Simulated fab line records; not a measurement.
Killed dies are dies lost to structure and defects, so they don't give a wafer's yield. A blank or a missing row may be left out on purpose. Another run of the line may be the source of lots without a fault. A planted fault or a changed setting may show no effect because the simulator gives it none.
Which tool did it? -- flow nand-harc -- 7 lots with 21 wafers sampled at 4 steps, on a route of 1159 steps

## WHAT THE GAUGES READ, wafer by wafer
NHARC_THIN_TSV_CD_MEAS_37.
lot,measured,on,cd-nm (nm)
L528,day 19 21:42,cd-sem-03,5001 5001 5001
L530,day 21 06:23,cd-sem-02,5004 4999 5005
L531,day 21 08:23,cd-sem-02,5000 5000 5000
L532,day 21 19:14,cd-sem-02,4996 4998 4998
L540,day 23 03:02,cd-sem-03,5000 5002 5000
L545,day 23 20:10,cd-sem-03,5002 4999 5004
L546,day 24 13:43,cd-sem-01,4999 4999 5002

## WHICH TOOL RAN EACH LOT (tool, then ch and the chambers of the sampled wafers, then the start)
lot,NHARC_THIN_TSV_ETCH_44,NHARC_THIN_TSV_CMP_21,NHARC_THIN_TSV_ETCH_59
L528,"rie-diel-10 ch 0,2, day 19 14:22","cmp-04 ch 0,1,2, day 19 18:51","rie-metal-03 ch 0,1, day 19 20:33"
L530,"rie-diel-02 ch 1,2,3, day 20 22:55","cmp-02 ch 1,2,3, day 21 03:22","rie-metal-01 ch 0,1, day 21 05:15"
L531,"rie-diel-07 ch 0,2, day 21 01:23","cmp-02 ch 0,2,3, day 21 05:28","rie-metal-03 ch 0, day 21 07:14"
L532,"rie-diel-10 ch 1,2,3, day 21 12:05","cmp-04 ch 2,3, day 21 16:12","rie-metal-01 ch 0,1, day 21 18:07"
L540,"rie-diel-10 ch 0,3, day 22 19:50","cmp-03 ch 0,1,3, day 23 00:01","rie-metal-03 ch 0,1, day 23 01:53"
L545,"rie-diel-07 ch 0,3, day 23 12:31","cmp-04 ch 1,3, day 23 17:14","rie-metal-01 ch 0,1, day 23 19:04"
L546,"rie-diel-07 ch 0,2, day 24 06:41","cmp-04 ch 2,3, day 24 10:41","rie-metal-01 ch 0,1, day 24 12:37"
- NHARC_THIN_TSV_ETCH_44: etches the open film in CF4/O2, target depth 1594.2 nm, time 797.1 s.
- NHARC_THIN_TSV_CMP_21: polishes, t overpolish 30 s, target thk 2000 nm.
- NHARC_THIN_TSV_ETCH_59: etches the open film in Cl2/BCl3, target depth 880 nm, time 138.1 s.

## THE ANSWER, worked out from the rows above alone
Rule: what is usual is taken from the lots themselves. The widest of any qualifying gaps counts: lots, ordered by their means at a reading, are off when they make up no more than a third of the lots, leave a main group of 4 or more, and stand apart from it by 3 or more times the standard deviation of that group's means. The tables above print the reading to a certain number of digits; a main group whose means all agree to those digits is not used. Also off: a lot with no number at a reading for which 4 or more lots have one. Where the step has rows for the other lots, those lots are counted as sound.
Across all readings shown, no lot is off: no conclusion can be drawn from this.

## WHAT HAD BEEN PUT IN BY THE SIMULATOR
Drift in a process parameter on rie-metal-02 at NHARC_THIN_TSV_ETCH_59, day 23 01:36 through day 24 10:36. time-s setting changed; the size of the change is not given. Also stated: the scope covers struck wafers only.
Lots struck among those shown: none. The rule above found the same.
